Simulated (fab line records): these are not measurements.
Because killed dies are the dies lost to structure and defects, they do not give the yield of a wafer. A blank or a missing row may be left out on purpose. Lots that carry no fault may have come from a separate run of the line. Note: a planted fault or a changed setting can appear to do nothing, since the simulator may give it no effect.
Matching of chambers || flow n5_finfet || N5_BEOL_M0_SAQP_CUT_ETCH_46 on rie_diel-03 has 4 sister chambers
The step etches SOC in N2/H2, target depth 135 nm, overetch 27 nm, time 202.5 s. 8 wafers are shown with their chamber, then 7 later ones without.

## WAFERS, EACH WITH ITS CHAMBER
{"wafer": "L732.4", "chamber": 0, "showerhead_plenum_p_Torr (Torr)": 2.55, "throttle_valve_pct (%)": 17.88}
{"wafer": "L732.5", "chamber": 3, "showerhead_plenum_p_Torr (Torr)": 2.72, "throttle_valve_pct (%)": 17.94}
{"wafer": "L739.6", "chamber": 1, "showerhead_plenum_p_Torr (Torr)": 2.41, "throttle_valve_pct (%)": 17.80}
{"wafer": "L740.3", "chamber": 0, "showerhead_plenum_p_Torr (Torr)": 2.54, "throttle_valve_pct (%)": 17.91}
{"wafer": "L740.4", "chamber": 3, "showerhead_plenum_p_Torr (Torr)": 2.71, "throttle_valve_pct (%)": 17.96}
{"wafer": "L740.5", "chamber": 2, "showerhead_plenum_p_Torr (Torr)": 2.58, "throttle_valve_pct (%)": 17.52}
{"wafer": "L742.2", "chamber": 2, "showerhead_plenum_p_Torr (Torr)": 2.58, "throttle_valve_pct (%)": 17.55}
{"wafer": "L742.3", "chamber": 1, "showerhead_plenum_p_Torr (Torr)": 2.41, "throttle_valve_pct (%)": 17.80}

## WAFERS WITH NO CHAMBER GIVEN
{"wafer": "L742.5", "showerhead_plenum_p_Torr (Torr)": 2.71, "throttle_valve_pct (%)": 17.94}
{"wafer": "L743.1", "showerhead_plenum_p_Torr (Torr)": 2.41, "throttle_valve_pct (%)": 17.82}
{"wafer": "L743.2", "showerhead_plenum_p_Torr (Torr)": 2.57, "throttle_valve_pct (%)": 17.56}
{"wafer": "L743.4", "showerhead_plenum_p_Torr (Torr)": 2.71, "throttle_valve_pct (%)": 17.97}
{"wafer": "L745.3", "showerhead_plenum_p_Torr (Torr)": 2.57, "throttle_valve_pct (%)": 17.57}
{"wafer": "L745.4", "showerhead_plenum_p_Torr (Torr)": 2.41, "throttle_valve_pct (%)": 17.80}
{"wafer": "L745.6", "showerhead_plenum_p_Torr (Torr)": 2.54, "throttle_valve_pct (%)": 17.94}

## EACH ONE'S CHAMBER
{"wafer": "L742.5", "from the rows above": 3, "in truth": 3}
{"wafer": "L743.1", "from the rows above": 1, "in truth": 1}
{"wafer": "L743.2", "from the rows above": 2, "in truth": 2}
{"wafer": "L743.4", "from the rows above": 3, "in truth": 3}
{"wafer": "L745.3", "from the rows above": 2, "in truth": 2}
{"wafer": "L745.4", "from the rows above": 1, "in truth": 1}
{"wafer": "L745.6", "from the rows above": 0, "in truth": 0}
Placed correctly: 7 of 7. Number that these rows cannot place: 0. 0 placed wrongly.
How it was worked out, from the rows above alone: a wafer's distance from a chamber is the root of the sum, over the readings, of the square of ((its reading less the chamber's mean) divided by the reading's scatter). The wafer belongs to the nearest chamber; if the next one is less than 2 further off, it can't be placed. A chamber's mean is the mean of its shown wafers. The scatter: the root of (the sum of the squares of (reading less its chamber's mean) over the shown wafers, divided by (wafers less chambers)).
